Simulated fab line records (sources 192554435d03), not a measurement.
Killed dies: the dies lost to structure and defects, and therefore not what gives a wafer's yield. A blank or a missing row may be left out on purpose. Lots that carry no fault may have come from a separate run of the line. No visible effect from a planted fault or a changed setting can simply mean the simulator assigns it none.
The same fault as seen by 2 desks -- flow n5-finfet -- each desk has only its own numbers; what lay behind them comes last

== FOR THE TOOL OWNER'S DESK: rie-diel-04 ==
The tool's own readings at N5_BEOL_M9_VIA_ETCH_34 (etches SiCOH lowk in C4F6/O2, target depth 182.4 nm, time 68.4 s): means of the sampled wafers that have a number, for each lot that ran on this tool. Marked OUT: a lot whose mean sits more than 4 standard deviations from the usual mean, which makes it out of limits; the brackets give that distance. It has 9 readings, of which 7 appear: the earliest out of limits, and the ones furthest out on some lot.
Columns: A = chamber-pressure-mTorr at N5_BEOL_M9_VIA_ETCH_34, usual 29.999 mTorr; B = oes_f_703_au at N5_BEOL_M9_VIA_ETCH_34, usual 0.79 a.u.; C = oes_o_777_au at N5_BEOL_M9_VIA_ETCH_34, usual 0.80 a.u.; D = oes-product-au at N5_BEOL_M9_VIA_ETCH_34, usual 0.80 a.u.; E = rf-fwd-power-W at N5_BEOL_M9_VIA_ETCH_34, usual 341.9 W; F = rf-vpp-V at N5_BEOL_M9_VIA_ETCH_34, usual 668 V; G = showerhead-plenum-p-Torr at N5_BEOL_M9_VIA_ETCH_34, usual 2.87 Torr
lot,first seen here,A,B,C,D,E,F,G
L709,day 10 07:19,30.010,0.87,0.86,0.90,341.9,675,2.81
L711,day 11 00:40,30.015,0.80,0.80,0.82,342.1,671,2.88
L714,day 11 06:41,29.997,0.84,0.84,0.83,342.3,666,2.84
L716,day 11 23:34,29.980,0.79,0.78,0.80,343.5,674,2.89
L719,day 12 10:08,30.029,0.78,0.79,0.78,341.7,663,2.86
L720,day 12 17:09,30.011,0.85,0.84,0.85,342.2,672,2.83
L732,day 16 05:28,29.993,0.88,0.87,0.80,371.4 (+21) OUT,644,2.82
This desk's finding: out of limits on L732; first on L732, day 16 05:28 (rf-fwd-power-W at N5_BEOL_M9_VIA_ETCH_34). L709, L711, L714, L716, L719, L720 stayed within limits.

== AT THE METROLOGY DESK ==
What the gauges read, lot by lot, whatever tool the lot ran on: means of the sampled wafers that have a number. Marked OUT: a lot whose mean sits more than 4 standard deviations from the usual mean, which makes it out of limits; the brackets give that distance.
Columns: A = cd-nm at N5_BEOL_M9_CD_MEAS_35, usual 70.0 nm
lot,first seen here,A
L709,day 10 07:44,69.1
L711,day 11 01:06,69.6
L714,day 11 07:06,70.2
L715,day 11 22:02,70.0
L716,day 12 00:01,69.4
L717,day 12 03:25,70.4
L719,day 12 10:34,69.4
L720,day 12 17:34,70.5
L730,day 16 01:54,69.5
L732,day 16 05:54,70.3
Finding of this desk: none of the 10 lots has anything out of limits.

== ALL TOGETHER ==
On L732, at day 16 05:28, an alarm was possible from the tool owner's desk.
Nothing out of limits was seen by the metrology desk.
The metrology desk has L732 on record, within its limits.
Of the lots named, all ran N5_BEOL_M9_VIA_ETCH_34 on rie-diel-04.

== WHAT THE SIMULATOR PUT IN ==
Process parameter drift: rie-diel-04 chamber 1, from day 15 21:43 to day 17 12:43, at N5_BEOL_M9_VIA_ETCH_34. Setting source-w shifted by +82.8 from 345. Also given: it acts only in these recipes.
Lots struck among those shown: L732.
Each desk's first reading out of limits, in hours after the fault started: the tool owner's desk, 8.
